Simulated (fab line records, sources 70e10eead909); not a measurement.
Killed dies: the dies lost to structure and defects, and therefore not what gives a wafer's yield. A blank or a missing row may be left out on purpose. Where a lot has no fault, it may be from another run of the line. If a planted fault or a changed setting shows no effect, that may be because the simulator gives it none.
Struck lot and sound lot, side by side || flow nand-harc || 14 steps out of a route of 1302
Sound: the wafers L978.2, L978.3, L978.5. Wafers L989.3, L989.5, L989.6 were the ones struck. Last of all comes the cause.
For every step that has rows: the tool of each side, followed by ch and its chambers, followed by its first start. Under that, the readings that differ: sound wafers || struck wafers || difference of the means || sigmas: that difference in standard deviations of wafers without a fault.
alike: readings with means less than 2 such deviations apart, plus words and numbers identical on both sides. not compared: withheld readings, readings lacking a value on some wafer, bounds such as >300 that could conceal the same value, and numbers that have no deviation in the record and whose values overlap.
The two part at a step that has a row with sigmas, a row that says differs or no value, or rows on one side only. When numbers do not overlap yet have no deviation, they are printed without sigmas and do not part them. Lack of a reading on every wafer of one side parts them only where that side has two or more wafers.

first, 3 steps without rows for these wafers: NHARC_A_STAIRCASE_TRIM_189 (chemistry O2, time 211.2 s); NHARC_A_STAIRCASE_ETCH_190 (etches the open film in C4F8/O2, target depth 100 nm, time 40.5 s); NHARC_A_STAIRCASE_TRIM_191 (chemistry O2, time 211.2 s).
NHARC_A_STAIRCASE_ETCH_192: etches the open film in C4F8/O2, target depth 100 nm, time 40.5 s.
  sound on rie-diel-02 ch 0,1; struck on rie-diel-03 ch 1,2
{"reading": "rf-vpp-V (V)", "sound": "889 887 888", "struck": "903 896 903", "difference": "+13", "sigmas": "+2"}
  alike: oes-product-au, run-length-s
  not compared: rf-hours-counter-h
then, 1 step without rows for these wafers: NHARC_A_STAIRCASE_TRIM_193 (chemistry O2, time 211.2 s).
NHARC_A_STAIRCASE_ETCH_194: etches the open film in C4F8/O2, target depth 100 nm, time 40.5 s.
  sound on rie-diel-02 ch 1,2,3; struck on rie-diel-03 ch 0,1
  alike: oes-product-au, rf-vpp-V, run-length-s
  not compared: rf-hours-counter-h
then, 1 step without rows for these wafers: NHARC_A_STAIRCASE_TRIM_196 (chemistry O2, time 211.2 s).
NHARC_A_STAIRCASE_ETCH_197: etches the open film in C4F8/O2, target depth 100 nm, time 40.5 s.
  sound on rie-diel-06 ch 1,2,3; struck on rie-diel-06 ch 0,2,3
  alike: oes-product-au, rf-vpp-V, run-length-s
  not compared: rf-hours-counter-h
then, 2 steps without rows for these wafers: NHARC_A_STAIRCASE_TRIM_198 (chemistry O2, time 211.2 s); NHARC_A_STAIRCASE_ETCH_199 (etches the open film in C4F8/O2, target depth 100 nm, time 40.5 s).
NHARC_A_STAIRCASE_TRIM_200: chemistry O2, time 211.2 s.
  sound on rie-diel-06 ch 0,2,3; struck on rie-diel-06 ch 0,3
  alike: drypump-motor-current-A, mfc-ar-sccm, o2-flow-sccm, oes-product-au, rf-vpp-V, showerhead-plenum-p-Torr, throttle-valve-pct
  not compared: rf-hours-counter-h
NHARC_A_STAIRCASE_ETCH_201: etches the open film in C4F8/O2, target depth 100 nm, time 40.5 s.
  sound on rie-diel-06 ch 0,3, day 16 17:08; struck on rie-diel-06 ch 0,2,3, day 20 20:06
{"reading": "run-length-s (s)", "sound": "62.2 61.3 62.5", "struck": "55.3 54.4 54.7", "difference": -7.2, "sigmas": -18}
  alike: oes-product-au, rf-vpp-V
  not compared: rf-hours-counter-h
NHARC_A_STAIRCASE_TRIM_202: chemistry O2, time 211.2 s.
  sound on rie-diel-06 ch 0,1,2; struck on rie-diel-06 ch 1,2,3
  alike: drypump-motor-current-A, mfc-ar-sccm, o2-flow-sccm, oes-product-au, rf-vpp-V, showerhead-plenum-p-Torr, throttle-valve-pct
  not compared: rf-hours-counter-h
following that, these wafers have no rows for 1 step: NHARC_END_SORT_01.

== WHERE THEY PART ==
Last at NHARC_A_STAIRCASE_ETCH_201 as far as this record goes, first at NHARC_A_STAIRCASE_ETCH_192. Later steps at which nothing parts them and some readings are alike: NHARC_A_STAIRCASE_TRIM_202.

WHY: what the simulator had put in
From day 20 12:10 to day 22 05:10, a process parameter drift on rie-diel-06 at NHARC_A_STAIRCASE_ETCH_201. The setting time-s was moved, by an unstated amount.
